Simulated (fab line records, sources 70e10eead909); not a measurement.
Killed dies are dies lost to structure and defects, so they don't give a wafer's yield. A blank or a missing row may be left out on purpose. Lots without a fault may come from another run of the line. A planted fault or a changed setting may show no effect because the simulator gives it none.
fab line records | flow nand_harc
record lots=24 wafers=72 last_day=24
route steps=1159 shown A_STAIRCASE@653
lots that met no fault: from a run of the same line without faults
start_h: hours from the record's first day to the start of the lot's first wafer shown | wait_h: hours since the lot's step before | " the same as in the row above | L1.1+2: a row that stands for several wafers | - no value, or no start given | * or withheld: withheld | < > ~ a bound
route shown NAME@n: a module of which the file shows steps, and the number in the route of the first | usual: mean/standard deviation of fault-free wafers | same: alike in all rows | chamber/n: place in a boat | sites: the reading at each site | _std_site: their standard deviation | _edge_site: outer sites' mean less inner sites' | radius_mm: how far each site lies from the wafer's centre | mask NAME#n: copy n | behind: the tool/chamber that last shaped the wafer | hold: why the lot was held/for how many hours/how that ended | device: the transistor (n, p or np) that didn't switch | end of line: the same wafers' tests at the end of the route | a step without rows: its recipe alone | killed: dies lost to structure and defects at the first sort, not the wafer's yield | map: a wafer's dies, x killed, . not, _ none there
set.NAME: the setting as run; set.NAME@STEP: as run at that earlier step | model.NAME: the simulator's own value behind a step, which no gauge read
steps of the route over a sample of lots; a table a step, a row a wafer
services: from which hour (start_h, from the record's first day; less than 0 if before it) a tool's chamber was out of use, for how many hours, and why
## steps
# step NHARC_A_STAIRCASE_DEP_259
# recipe target_thk_a=300 target_thk_nm=30 temp_c=400 pressure_torr=3.5 flow_sccm=200 rf_w=350 material=SiON
# usual heater_power_w=697/67
# columns lot.wafer tool chamber start_h wait_h heater_power_w
L074.1 pecvd-04 0 252.14 1.6 640
L074.4 " 1 " " 732
L074.5 " 2 " " 745
L075.2 pecvd-04 2 270.52 1.3 708
L075.6 " 0 " " 605
L075.4 " 1 " " 770
L078.1 pecvd-01 0 274.78 1.6 722
L078.2 " 1 " " 828
L078.6 " 0 " " 767
L076.3 pecvd-03 0 275.03 1.0 623
L076.4 " 2 " " 736
L076.5 " 1 " " 661
L077.5 pecvd-01 0 276.94 0.4 728
L077.4 " 1 " " 800
L077.6 " 2 " " 616
L081.3 pecvd-01 2 287.25 1.2 638
L081.2 " 1 " " 742
L081.5 " 1 " " 761
L080.2 pecvd-03 2 288.88 1.3 656
L080.1 " 0 " " 639
L080.6 " 0 " " 618
L079.2 pecvd-01 1 293.12 1.3 821
L079.6 " 0 " " 757
L079.4 " 2 " " 570
L082.3 pecvd-04 1 296.22 0.9 714
L082.1 " 2 " " 689
L082.6 " 1 " " 715
L083.1 pecvd-01 2 308.96 1.5 648
L083.3 " 0 " " 758
L083.5 " 0 " " 758
L086.2 pecvd-01 0 322.31 1.3 760
L086.4 " 1 " " 747
L086.5 " 2 " " 621
L084.1 pecvd-04 0 322.65 1.6 693
L084.2 " 1 " " 718
L084.4 " 2 " " 771
L087.6 pecvd-03 0 328.36 0.1 638
L087.5 " 1 " " 638
L087.4 " 2 " " 716
L085.3 pecvd-01 1 336.65 0.9 817
L085.1 " 0 " " 746
L085.5 " 1 " " 809
L089.1 pecvd-04 2 338.39 1.8 645
L089.5 " 2 " " 652
L089.6 " 1 " " 747
L088.3 pecvd-03 0 348.56 1.0 621
L088.6 " 1 " " 711
L088.4 " 2 " " 755
L091.3 pecvd-03 0 349.76 1.0 579
L091.5 " 2 " " 772
L091.6 " 1 " " 717
L090.3 pecvd-04 0 349.86 1.0 691
L090.1 " 1 " " 768
L090.2 " 2 " " 736
L093.2 pecvd-03 0 354.65 1.3 669
L093.6 " 0 " " 696
L093.4 " 2 " " 754
L092.1 pecvd-03 0 356.62 1.6 576
L092.3 " 1 " " 691
L092.4 " 2 " " 659
L094.2 pecvd-04 2 362.13 1.3 762
L094.1 " 0 " " 563
L094.5 " 1 " " 647
L096.1 pecvd-04 0 375.84 1.6 695
L096.3 " 1 " " 708
L096.5 " 1 " " 695
L095.2 pecvd-01 0 378.21 1.5 767
L095.6 " 1 " " 791
L095.4 " 2 " " 587
L097.1 pecvd-04 2 397.41 1.6 651
L097.2 " 1 " " 644
L097.3 " 2 " " 662
# step NHARC_A_STAIRCASE_DESCUM_291
# recipe time_s=3 o2_flow_sccm=200 ar_flow_sccm=0 bias_power_w=0 chemistry=O2
# usual drypump_motor_current_A=6.0/0.51 mfc_ar_sccm=0.009/0.012 oes_product_au=0.995/0.011 rf_vpp_V=57.7/0.88 showerhead_plenum_p_Torr=1.89/0.066 throttle_valve_pct=11.311/0.0084
# columns lot.wafer tool chamber start_h wait_h drypump_motor_current_A mfc_ar_sccm oes_product_au rf_hours_counter_h rf_vpp_V showerhead_plenum_p_Torr throttle_valve_pct
L074.4 rie_diel-13 3 252.97 - 5.4 0.039 1.004 49 58.2 1.90 11.332
L074.1 " 0 " " 5.9 0 0.999 48 57.3 1.96 11.310
L074.5 " 3 " " 5.4 0.039 0.998 - 57.0 1.90 11.313
L075.2 rie_diel-09 2 271.32 - 5.4 0 1.013 5 57.8 1.99 11.317
L075.4 " 0 " " 5.8 0 0.977 4 55.5 1.79 11.311
L075.6 " 3 " " 5.3 0.008 1.006 - 57.8 1.97 11.307
L078.2 rie_diel-09 3 275.82 - 5.3 0.008 0.995 6 59.0 1.96 11.306
L078.1 " 2 " " 5.3 0 1.003 7 56.9 1.99 11.318
L078.6 " 0 " " 5.7 0 0.966 - 57.7 1.79 11.303
L076.3 rie_diel-08 3 276.04 - 6.4 0.009 0.999 59 58.8 1.87 11.313
L076.5 " 2 " " 6.3 0.031 0.982 - 57.3 1.89 11.295
L076.4 " 3 " " 6.3 0.009 0.998 - 57.7 1.88 11.306
L077.4 rie_diel-08 2 277.74 - 6.3 0.031 0.988 - 58.3 1.89 11.313
L077.5 " 3 " " 6.4 0.009 0.995 - 58.0 1.87 11.319
L077.6 " 1 " " 6.4 0 1.001 - 56.1 1.82 11.320
L081.3 rie_diel-09 1 288.24 - 6.8 0 0.994 13 59.0 1.90 11.302
L081.2 " 3 " " 5.3 0.008 1.006 10 58.4 1.96 11.313
L081.5 " 0 " " 5.7 0 0.976 - 57.5 1.79 11.335
L080.1 rie_diel-08 0 289.85 - 5.7 0.020 0.996 64 57.6 1.89 11.302
L080.2 " 2 " " 6.2 0.031 0.995 62 57.7 1.89 11.326
L080.6 " 1 " " 6.4 0 1.011 - 58.5 1.81 11.317
L079.2 rie_diel-09 3 293.95 - 5.3 0.008 0.999 12 58.4 1.96 11.314
L079.4 " 0 " " 5.8 0 0.974 14 57.1 1.79 11.305
L079.6 " 3 " " 5.3 0.008 0.994 - 55.8 1.96 11.301
L082.3 rie_diel-09 2 297.21 - 5.3 0 0.993 16 58.9 1.99 11.320
L082.1 " 3 " " 5.3 0.008 0.996 12 56.2 1.96 11.317
L082.6 " 1 " " 6.8 0 0.992 - 58.0 1.90 11.311
L083.1 rie_diel-09 1 309.86 - 6.8 0 0.989 21 56.8 1.90 11.322
L083.3 " 2 " " 5.4 0 1.008 20 57.3 1.98 11.314
L083.5 " 2 " " 5.4 0 1.003 - 56.6 1.98 11.303
L086.2 rie_diel-08 2 323.29 - 6.3 0.031 0.979 5 58.0 1.88 11.304
L086.4 " 0 " " 5.7 0.020 0.974 4 57.3 1.89 11.300
L086.5 " 2 " " 6.3 0.031 0.982 - 57.1 1.88 11.312
L084.4 rie_diel-09 0 323.64 - 5.8 0 0.982 24 57.7 1.79 11.312
L084.2 " 2 " " 5.3 0 1.006 24 57.7 1.98 11.308
L084.1 " 3 " " 5.3 0.008 1.006 22 57.9 1.96 11.308
L087.4 rie_diel-08 0 329.44 - 5.7 0.020 0.997 8 58.8 1.89 11.305
L087.5 " 1 " " 6.4 0 1.003 - 57.1 1.81 11.316
L087.6 " 2 " " 6.3 0.031 0.989 - 56.7 1.88 11.289
L085.3 rie_diel-13 3 337.65 - 5.4 0.039 1.004 20 57.4 1.89 11.320
L085.1 " 1 " " 5.7 0.011 1.000 20 58.8 2.05 11.315
L085.5 " 3 " " 5.4 0.039 1.007 - 57.9 1.89 11.311
L089.1 rie_diel-09 1 339.43 - 6.8 0 0.983 33 57.7 1.90 11.308
L089.5 " 2 " " 5.3 0 1.013 - 57.3 1.98 11.319
L089.6 " 3 " " 5.3 0.008 0.998 - 57.9 1.96 11.323
L088.3 rie_diel-08 0 349.37 - 5.6 0.020 0.982 17 58.2 1.88 11.321
L088.4 " 2 " " 6.3 0.031 0.997 17 57.6 1.88 11.320
L088.6 " 0 " " 5.7 0.020 0.992 - 58.6 1.88 11.304
L091.3 rie_diel-09 0 350.61 - 5.7 0 0.984 36 57.7 1.78 11.306
L091.5 " 2 " " 5.4 0 1.009 - 59.1 1.98 11.310
L091.6 " 3 " " 5.3 0.008 0.992 - 57.7 1.96 11.304
L090.2 rie_diel-08 1 350.75 - 6.4 0 0.991 17 56.6 1.81 11.289
L090.3 " 2 " " 6.2 0.031 0.996 18 57.8 1.88 11.303
L090.1 " 3 " " 6.4 0.009 1.006 18 58.2 1.87 11.324
L093.2 rie_diel-09 1 355.62 - 6.8 0 0.982 38 57.6 1.89 11.310
L093.4 " 0 " " 5.7 0 0.972 37 55.9 1.78 11.318
L093.6 " 1 " " 6.8 0 0.979 - 59.3 1.89 11.314
L092.1 rie_diel-08 0 357.58 - 5.7 0.020 0.983 18 57.0 1.88 11.320
L092.4 " 2 " " 6.3 0.031 0.989 19 57.8 1.88 11.319
L092.3 " 3 " " 6.3 0.009 0.988 19 57.7 1.87 11.316
L094.2 rie_diel-13 3 363.11 - 5.4 0.039 1.003 29 58.2 1.89 11.319
L094.1 " 1 " " 5.7 0.011 0.999 29 60.6 2.05 11.326
L094.5 " 3 " " 5.4 0.039 1.006 - 58.0 1.89 11.308
L096.3 rie_diel-08 0 376.66 - 5.7 0.020 0.995 23 56.9 1.88 11.310
L096.1 " 2 " " 6.3 0.031 1.003 25 58.0 1.88 11.306
L096.5 " 1 " " 6.4 0 1.010 - 56.8 1.81 11.315
L095.4 rie_diel-08 0 379.13 - 5.6 0.020 0.990 24 59.1 1.88 11.314
L095.2 " 1 " " 6.5 0 1.001 24 57.2 1.81 11.310
L095.6 " 0 " " 5.7 0.020 0.995 - 56.2 1.88 11.324
L097.3 rie_diel-09 0 398.48 - 5.7 0 0.980 51 58.1 1.78 11.314
L097.2 " 1 " " 6.7 0 0.989 51 57.0 1.89 11.311
L097.1 " 2 " " 5.4 0 1.008 54 57.8 1.97 11.305
# step NHARC_A_STAIRCASE_DEP_301
# recipe target_thk_a=300 target_thk_nm=30 temp_c=400 pressure_torr=3.5 flow_sccm=200 rf_w=350 material=SiON
# usual heater_power_w=707/77
# columns lot.wafer tool chamber start_h wait_h heater_power_w
L074.1 pecvd-03 1 258.53 1.6 768
L074.5 " 0 " " 669
L074.4 " 1 " " 767
L075.2 pecvd-04 0 276.58 1.2 642
L075.6 " 0 " " 660
L075.4 " 1 " " 745
L078.1 pecvd-03 0 280.32 1.6 657
L078.2 " 1 " " 659
L078.6 " 2 " " 653
L076.3 pecvd-04 2 281.32 1.0 736
L076.5 " 2 " " 742
L076.4 " 1 " " 637
L077.4 pecvd-04 1 284.43 0.7 623
L077.5 " 2 " " 743
L077.6 " 0 " " 652
L081.2 pecvd-04 1 292.45 1.2 759
L081.3 " 2 " " 708
L081.5 " 0 " " 624
L080.1 pecvd-04 1 296.92 1.6 760
L080.2 " 0 " " 566
L080.6 " 1 " " 757
L079.2 pecvd-01 0 305.70 1.5 760
L079.6 " 2 " " 598
L079.4 " 0 " " 729
L082.1 pecvd-04 0 307.27 1.6 662
L082.3 " 1 " " 752
L082.6 " 1 " " 751
L083.1 pecvd-01 0 314.23 1.6 688
L083.3 " 1 " " 859
L083.5 " 1 " " 834
L086.2 pecvd-01 0 327.71 1.3 703
L086.4 " 1 " " 869
L086.5 " 0 " " 707
L084.1 pecvd-04 1 327.87 1.5 770
L084.2 " 2 " " 776
L084.4 " 0 " " 640
L087.4 pecvd-04 1 334.87 0.7 675
L087.6 " 2 " " 705
L087.5 " 0 " " 662
L085.3 pecvd-03 0 341.93 1.0 679
L085.1 " 2 " " 737
L085.5 " 1 " " 700
L089.1 pecvd-03 1 346.63 1.6 662
L089.6 " 2 " " 763
L089.5 " 0 " " 574
L088.3 pecvd-01 1 353.60 1.0 878
L088.4 " 0 " " 737
L088.6 " 1 " " 837
L091.3 pecvd-01 2 356.45 0.9 570
L091.6 " 2 " " 566
L091.5 " 0 " " 795
L090.2 pecvd-01 0 358.30 1.3 741
L090.3 " 1 " " 849
L090.1 " 2 " " 659
L093.2 pecvd-04 0 361.50 1.3 620
L093.6 " 1 " " 680
L093.4 " 2 " " 794
L092.1 pecvd-04 1 363.97 1.6 756
L092.3 " 0 " " 666
L092.4 " 0 " " 655
L094.2 pecvd-01 2 368.41 1.2 599
L094.1 " 0 " " 683
L094.5 " 0 " " 679
L096.1 pecvd-03 1 380.79 1.6 686
L096.3 " 2 " " 766
L096.5 " 1 " " 703
L095.2 pecvd-01 2 383.52 1.5 549
L095.6 " 1 " " 722
L095.4 " 2 " " 545
L097.1 pecvd-04 1 403.97 1.6 661
L097.2 " 2 " " 773
L097.3 " 0 " " 625
# step NHARC_A_STAIRCASE_HM_OPEN_463
# recipe o2_flow_sccm=400 cos_flow_sccm=20 ar_flow_sccm=0 rf_w=500 bias_w=300 chemistry=O2/COS
# usual drypump_motor_current_A=6.0/0.43 mfc_ar_sccm=0.012/0.013 oes_product_au=0.996/0.01 rf_vpp_V=466.5/2.3 showerhead_plenum_p_Torr=3.08/0.11 throttle_valve_pct=28.329/0.0093
# columns lot.wafer tool chamber start_h wait_h drypump_motor_current_A mfc_ar_sccm oes_product_au rf_hours_counter_h rf_vpp_V showerhead_plenum_p_Torr throttle_valve_pct
L074.4 rie_diel-08 1 - - 6.5 0 0.996 49 463.0 2.98 28.330
L074.1 " 2 " " 6.3 0.031 0.991 49 466.0 3.09 28.322
L074.5 " 1 " " 6.4 0 0.997 - 465.4 2.98 28.337
L075.4 rie_diel-09 1 - - 6.8 0 0.987 9 467.3 3.11 28.360
L075.2 " 2 " " 5.4 0 1.017 9 469.8 3.24 28.322
L075.6 " 2 " " 5.4 0 1.015 - 469.8 3.24 28.322
L078.1 rie_diel-09 0 - - 5.7 0 0.970 10 464.5 2.93 28.350
L078.2 " 2 " " 5.4 0 1.008 10 470.1 3.24 28.325
L078.6 " 2 " " 5.4 0 1.002 - 469.1 3.24 28.334
L076.3 rie_diel-08 0 - - 5.7 0.020 0.990 62 466.4 3.09 28.337
L076.4 " 1 " " 6.5 0 0.988 60 464.3 2.97 28.323
L076.5 " 0 " " 5.7 0.020 0.984 - 468.0 3.09 28.326
L077.4 rie_diel-09 2 - - 5.4 0 0.993 12 469.9 3.23 28.325
L077.6 " 0 " " 5.8 0 0.970 - 460.5 2.93 28.338
L077.5 " 1 " " 6.8 0 0.986 - 466.5 3.10 28.337
L081.2 rie_diel-08 1 - - 6.5 0 0.998 63 462.9 2.97 28.335
L081.3 " 3 " " 6.4 0.009 0.993 64 465.9 3.06 28.338
L081.5 " 2 " " 6.3 0.031 0.987 - 466.2 3.08 28.328
L080.2 rie_diel-13 0 - - 5.9 0 0.997 3 468.4 3.19 28.341
L080.1 " 1 " " 5.7 0.011 0.988 3 469.9 3.34 28.320
L080.6 " 1 " " 5.7 0.011 0.986 - 470.7 3.34 28.327
L079.4 rie_diel-13 2 - - 6.4 0 1.009 5 465.4 2.99 28.340
L079.2 " 1 " " 5.7 0.011 1.006 6 471.6 3.34 28.326
L079.6 " 3 " " 5.4 0.039 1.007 - 466.9 3.10 28.357
L082.1 rie_diel-13 2 - - 6.3 0 1.003 6 464.9 2.99 28.314
L082.3 " 3 " " 5.4 0.039 1.017 7 465.6 3.10 28.326
L082.6 " 0 " " 5.9 0 1.002 - 468.8 3.19 28.327
L083.1 rie_diel-09 2 - - 5.3 0 1.000 22 469.2 3.23 28.348
L083.3 " 3 " " 5.3 0.008 0.994 19 468.1 3.19 28.322
L083.5 " 3 " " 5.3 0.008 1.007 - 469.3 3.19 28.338
L086.2 rie_diel-08 2 - - 6.3 0.031 0.985 7 466.2 3.08 28.324
L086.4 " 3 " " 6.4 0.009 0.990 8 466.1 3.06 28.344
L086.5 " 1 " " 6.4 0 0.996 - 464.3 2.96 28.328
L084.4 rie_diel-08 1 - - 6.4 0 1.000 8 464.0 2.96 28.333
L084.1 " 3 " " 6.4 0.009 1.002 8 465.7 3.05 28.344
L084.2 " 0 " " 5.7 0.020 0.992 8 465.0 3.08 28.324
L087.4 rie_diel-13 1 - - 5.7 0.011 1.007 19 473.0 3.33 28.343
L087.6 " 2 " " 6.3 0 1.002 - 464.4 2.98 28.329
L087.5 " 3 " " 5.4 0.039 1.008 - 466.8 3.09 28.325
L085.1 rie_diel-08 1 - - 6.5 0 0.997 14 463.0 2.96 28.318
L085.3 " 3 " " 6.4 0.009 0.989 14 465.8 3.05 28.333
L085.5 " 2 " " 6.3 0.031 0.993 - 467.0 3.07 28.318
L089.1 rie_diel-13 0 - - 5.9 0 1.001 25 469.8 3.18 28.328
L089.6 " 1 " " 5.7 0.011 0.991 - 471.1 3.33 28.343
L089.5 " 2 " " 6.3 0 1.007 - 466.6 2.98 28.341
L088.4 rie_diel-08 2 - - 6.3 0.031 0.991 19 466.3 3.07 28.338
L088.3 " 1 " " 6.5 0 0.987 18 464.2 2.96 28.332
L088.6 " 3 " " 6.4 0.009 0.999 - 465.8 3.05 28.328
L091.3 rie_diel-13 1 - - 5.7 0.011 1.006 28 472.8 3.33 28.333
L091.5 " 1 " " 5.7 0.011 0.994 - 471.5 3.33 28.302
L091.6 " 2 " " 6.3 0 1.017 - 463.4 2.98 28.328
L090.3 rie_diel-08 1 - - 6.5 0 1.004 19 463.5 2.96 28.324
L090.2 " 3 " " 6.3 0.009 0.998 20 466.9 3.05 28.327
L090.1 " 0 " " 5.7 0.020 0.979 19 465.2 3.08 28.338
L093.2 rie_diel-08 3 - - 6.3 0.009 0.979 20 466.2 3.05 28.329
L093.4 " 1 " " 6.5 0 1.001 19 463.4 2.96 28.324
L093.6 " 2 " " 6.3 0.031 0.994 - 466.1 3.07 28.323
L092.3 rie_diel-13 2 - - 6.3 0 1.011 29 463.2 2.98 28.321
L092.1 " 3 " " 5.4 0.039 1.019 30 465.8 3.09 28.342
L092.4 " 0 " " 5.9 0 1.004 31 467.2 3.18 28.324
L094.2 rie_diel-09 0 - - 5.8 0 0.984 41 463.3 2.92 28.329
L094.1 " 1 " " 6.8 0 0.989 41 466.4 3.09 28.340
L094.5 " 3 " " 5.3 0.008 1.005 - 467.1 3.18 28.318
L096.1 rie_diel-08 1 - - 6.5 0 0.995 25 464.5 2.96 28.339
L096.3 " 3 " " 6.3 0.009 1.000 26 466.1 3.05 28.341
L096.5 " 1 " " 6.4 0 1.005 - 463.9 2.96 28.327
L095.2 rie_diel-08 3 - - 6.4 0.009 1.003 27 465.6 3.05 28.319
L095.4 " 1 " " 6.5 0 0.992 25 463.7 2.96 28.332
L095.6 " 3 " " 6.3 0.009 0.995 - 465.0 3.05 28.327
L097.2 rie_diel-08 0 - - 5.7 0.020 0.988 30 465.0 3.07 28.326
L097.1 " 1 " " 6.5 0 0.993 33 462.9 2.95 28.322
L097.3 " 2 " " 6.3 0.031 0.994 35 465.6 3.06 28.334
# step NHARC_A_STAIRCASE_STRIP_476
# recipe time_s=20 o2_flow_sccm=500 ar_flow_sccm=0 bias_w=0 chemistry=O2
# usual drypump_motor_current_A=6.0/0.46 mfc_ar_sccm=0.011/0.013 oes_product_au=0.997/0.01 rf_vpp_V=57.7/0.85 showerhead_plenum_p_Torr=3.49/0.12 throttle_valve_pct=17.036/0.0095
# columns lot.wafer tool chamber start_h wait_h drypump_motor_current_A mfc_ar_sccm oes_product_au rf_hours_counter_h rf_vpp_V showerhead_plenum_p_Torr throttle_valve_pct
L074.1 rie_diel-08 2 263.56 0.2 6.2 0.031 0.989 51 56.9 3.49 17.035
L074.4 " 0 " " 5.7 0.020 0.996 53 59.7 3.49 17.039
L074.5 " 1 " " 6.5 0 0.996 - 56.8 3.36 17.027
L075.2 rie_diel-09 1 281.97 0.1 6.8 0 0.982 11 57.1 3.51 17.027
L075.4 " 2 " " 5.4 0 1.005 - 58.3 3.66 17.043
L075.6 " 1 " " 6.8 0 0.988 - 57.8 3.51 17.046
L078.1 rie_diel-08 2 285.63 0.1 6.3 0.031 0.985 61 57.8 3.48 17.047
L078.2 " 3 " " 6.3 0.009 0.995 63 58.9 3.46 17.027
L078.6 " 1 " " 6.5 0 1.003 - 56.7 3.36 17.049
L076.3 rie_diel-09 0 286.61 0.1 5.8 0 0.979 12 57.7 3.32 17.034
L076.4 " 2 " " 5.4 0 1.008 13 58.1 3.65 17.039
L076.5 " 0 " " 5.7 0 0.977 - 57.0 3.32 17.017
L077.4 rie_diel-08 1 289.43 0.1 6.5 0 0.989 62 58.4 3.36 17.040
L077.6 " 2 " " 6.3 0.031 0.981 - 57.9 3.48 17.052
L077.5 " 3 " " 6.4 0.009 0.982 - 58.0 3.46 17.037
L081.2 rie_diel-08 1 297.33 0.1 6.4 0 0.994 64 56.5 3.36 17.023
L081.3 " 0 " " 5.7 0.020 0.991 65 56.7 3.49 17.028
L081.5 " 1 " " 6.5 0 0.996 - 58.2 3.36 17.036
L080.2 rie_diel-08 2 301.96 0.1 6.3 0.031 0.995 65 57.3 3.48 17.016
L080.1 " 1 " " 6.4 0 0.999 65 56.7 3.36 17.043
L080.6 " 2 " " 6.3 0.031 0.983 - 59.2 3.48 17.036
L079.2 rie_diel-13 2 310.75 0.1 6.3 0 0.993 6 57.2 3.38 17.031
L079.4 " 0 " " 5.9 0 1.008 8 58.4 3.60 17.034
L079.6 " 3 " " 5.4 0.039 1.007 - 56.5 3.50 17.036
L082.3 rie_diel-13 2 312.80 0.2 6.3 0 1.010 8 57.9 3.38 17.036
L082.1 " 3 " " 5.4 0.039 1.020 8 56.8 3.50 17.051
L082.6 " 1 " " 5.7 0.011 1.004 - 57.0 3.77 17.036
L083.1 rie_diel-08 1 319.36 0.1 6.5 0 0.996 3 58.2 3.35 17.028
L083.3 " 0 " " 5.7 0.020 0.992 3 57.5 3.49 17.021
L083.5 " 1 " " 6.4 0 1.002 - 56.1 3.35 17.023
L086.4 rie_diel-09 2 333.79 0.1 5.4 0 0.999 30 57.0 3.64 17.025
L086.2 " 0 " " 5.8 0 0.977 30 58.2 3.31 17.042
L086.5 " 2 " " 5.3 0 1.012 - 59.0 3.65 17.032
L084.4 rie_diel-13 3 334.92 0.2 5.4 0.039 1.013 19 57.3 3.49 17.029
L084.2 " 0 " " 5.9 0 1.011 20 59.5 3.60 17.037
L084.1 " 1 " " 5.7 0.011 1.004 18 58.4 3.76 17.047
L087.4 rie_diel-08 1 339.84 0.1 6.4 0 0.995 13 56.7 3.35 17.051
L087.5 " 1 " " 6.4 0 0.998 - 57.9 3.35 17.024
L087.6 " 2 " " 6.3 0.031 1.000 - 57.2 3.48 17.038
L085.1 rie_diel-13 1 347.05 0.1 5.7 0.011 0.993 24 58.2 3.76 17.045
L085.3 " 0 " " 5.9 0 1.002 25 58.0 3.59 17.023
L085.5 " 2 " " 6.4 0 0.992 - 58.2 3.37 17.016
L089.1 rie_diel-09 1 352.01 0.1 6.8 0 0.989 37 58.2 3.49 17.035
L089.6 " 1 " " 6.8 0 0.986 - 57.1 3.49 17.031
L089.5 " 2 " " 5.4 0 1.003 - 57.5 3.64 17.017
L088.3 rie_diel-08 3 358.80 0.1 6.3 0.009 0.986 20 57.7 3.45 17.039
L088.4 " 1 " " 6.5 0 0.997 19 57.2 3.35 17.038
L088.6 " 3 " " 6.3 0.009 0.990 - 56.9 3.45 17.046
L091.3 rie_diel-13 1 361.79 0.1 5.7 0.011 1.004 29 58.3 3.76 17.039
L091.6 " 3 " " 5.4 0.039 1.002 - 57.0 3.49 17.042
L091.5 " 0 " " 5.9 0 1.005 - 57.1 3.59 17.040
L090.1 rie_diel-09 3 363.39 0.1 5.3 0.008 1.003 40 58.1 3.60 17.029
L090.2 " 0 " " 5.8 0 0.983 40 57.1 3.30 17.042
L090.3 " 1 " " 6.8 0 0.990 40 56.7 3.49 17.035
L093.4 rie_diel-09 0 366.45 0.1 5.7 0 0.981 41 57.1 3.30 17.028
L093.2 " 1 " " 6.8 0 0.998 40 57.8 3.49 17.047
L093.6 " 1 " " 6.8 0 0.997 - 59.3 3.49 17.037
L092.1 rie_diel-09 1 369.01 0.1 6.8 0 0.989 41 57.1 3.49 17.022
L092.4 " 2 " " 5.4 0 1.017 43 57.8 3.64 17.038
L092.3 " 3 " " 5.3 0.008 1.003 42 58.8 3.60 17.039
L094.1 rie_diel-13 3 374.52 0.1 5.4 0.039 1.013 32 58.3 3.49 17.039
L094.2 " 1 " " 5.7 0.011 1.000 33 59.3 3.75 17.046
L094.5 " 3 " " 5.4 0.039 1.014 - 58.5 3.49 17.053
L096.1 rie_diel-08 0 386.03 0.1 5.7 0.020 0.990 25 57.9 3.47 17.030
L096.3 " 1 " " 6.4 0 0.999 26 55.1 3.34 17.036
L096.5 " 3 " " 6.3 0.009 1.004 - 57.8 3.44 17.042
L095.4 rie_diel-08 0 388.70 0.1 5.7 0.020 0.981 26 58.5 3.47 17.044
L095.2 " 3 " " 6.4 0.009 0.997 28 56.4 3.44 17.037
L095.6 " 0 " " 5.6 0.020 0.988 - 58.0 3.47 17.025
L097.2 rie_diel-13 3 408.86 0.1 5.4 0.039 0.999 44 58.3 3.48 17.041
L097.3 " 0 " " 5.9 0 1.008 46 58.3 3.58 17.042
L097.1 " 1 " " 5.7 0.011 1.000 46 57.6 3.75 17.037
# step NHARC_A_STAIRCASE_ALD_420
# recipe target_thk_a=200 pulse_time_s=6 ald_cycles=200 temp_c=300 material=SiO2
# usual heater_power_w=447/40 precursor_pulse_height_rel=1.002/0.021
# columns lot.wafer tool chamber start_h wait_h heater_power_w precursor_pulse_height_rel
L074.1 ald_hk-03 3 267.57 - 435 0.997
L074.4 " 1 " " 406 1.036
L074.5 " 3 " " 446 0.995
L075.4 ald_hk-04 2 285.98 - 516 1.025
L075.2 " 3 " " 438 1.000
L075.6 " 2 " " 536 1.006
L078.2 ald_hk-01 0 289.65 - 457 0.998
L078.1 " 1 " " 414 0.977
L078.6 " 3 " " 443 0.998
L076.3 ald_hk-03 2 289.69 - 419 0.977
L076.4 " 0 " " 527 1.002
L076.5 " 2 " " 416 1.001
L077.4 ald_hk-03 0 293.49 0.3 519 1.025
L077.6 " 3 " " 461 1.010
L077.5 " 0 " " 528 1.026
L081.3 ald_hk-03 0 301.53 - 539 0.977
L081.2 " 1 " " 408 0.992
L081.5 " 3 " " 442 1.004
L080.1 ald_hk-04 2 305.99 - 520 1.008
L080.2 " 3 " " 436 1.045
L080.6 " 1 " " 439 0.961
L082.3 ald_hk-01 0 314.63 - 446 1.006
L082.1 " 1 " " 417 1.034
L082.6 " 0 " " 452 1.017
L079.4 ald_hk-04 3 315.04 - 443 1.016
L079.2 " 1 " " 438 0.956
L079.6 " 3 " " 449 0.987
L083.1 ald_hk-04 2 323.23 - 541 0.975
L083.3 " 0 " " 510 1.017
L083.5 " 3 " " 439 1.016
L086.4 ald_hk-01 3 337.67 - 442 1.019
L086.2 " 0 " " 445 1.023
L086.5 " 0 " " 457 0.947
L084.4 ald_hk-04 1 337.67 - 425 1.004
L084.1 " 2 " " 525 1.025
L084.2 " 0 " " 515 0.979
L087.4 ald_hk-01 0 344.27 - 434 0.958
L087.6 " 3 " " 425 1.018
L087.5 " 0 " " 456 0.986
L085.3 ald_hk-03 3 351.06 - 416 0.998
L085.1 " 1 " " 395 1.038
L085.5 " 0 " " 496 1.019
L089.1 ald_hk-01 3 356.08 - 444 0.995
L089.6 " 2 " " 422 1.023
L089.5 " 3 " " 453 0.996
L088.3 ald_hk-01 3 364.58 - 442 0.984
L088.4 " 1 " " 407 0.977
L088.6 " 3 " " 435 1.002
L091.3 ald_hk-01 3 365.99 - 445 1.012
L091.5 " 0 " " 431 1.009
L091.6 " 1 " " 414 1.005
L090.2 ald_hk-01 2 368.73 - 407 0.984
L090.3 " 3 " " 445 1.016
L090.1 " 0 " " 440 1.008
L093.4 ald_hk-01 1 370.62 - 403 1.017
L093.2 " 2 " " 426 1.024
L093.6 " 1 " " 420 0.985
L092.1 ald_hk-01 2 371.57 - 412 1.024
L092.4 " 3 " " 436 0.989
L092.3 " 0 " " 451 1.053
L094.1 ald_hk-03 3 378.76 - 426 1.048
L094.2 " 0 " " 505 1.000
L094.5 " 3 " " 413 0.995
L095.4 ald_hk-03 2 390.33 - 418 1.007
L095.2 " 0 " " 517 0.994
L095.6 " 2 " " 434 1.016
L096.1 ald_hk-04 2 390.34 - 536 1.014
L096.3 " 1 " " 422 1.016
L096.5 " 3 " " 444 1.003
L097.3 ald_hk-03 0 410.66 - 520 0.994
L097.1 " 2 " " 437 0.958
L097.2 " 3 " " 417 1.031
## services
# columns tool chamber start_h hours kind
ald_hk-01 - 229.92 10.0 pm
rie_diel-13 1 232.74 8.7 repair
pecvd-04 2 236.04 5.6 repair
pecvd-01 - 237.19 13.0 pm
rie_diel-09 - 238.48 0.9 repair
rie_diel-08 1 243.07 5.1 repair
rie_diel-09 - 254.16 9.0 pm
rie_diel-13 0 261.74 9.7 repair
rie_diel-08 - 272.88 0.7 repair
rie_diel-08 0 275.11 3.0 repair
rie_diel-13 - 276.05 9.0 pm
rie_diel-09 3 280.83 3.4 repair
pecvd-03 - 284.59 2.8 repair
pecvd-03 - 292.35 13.0 pm
rie_diel-13 - 296.68 1.2 repair
pecvd-01 - 297.15 0.7 repair
rie_diel-08 - 302.89 9.0 pm
rie_diel-09 0 305.02 1.4 repair
pecvd-03 - 336.87 1.7 repair
pecvd-01 - 348.78 1.0 repair
pecvd-04 - 376.27 13.0 pm
pecvd-04 0 394.79 4.1 repair
rie_diel-08 0 397.27 2.3 repair
ald_hk-01 - 407.92 10.0 pm
## key
fault none
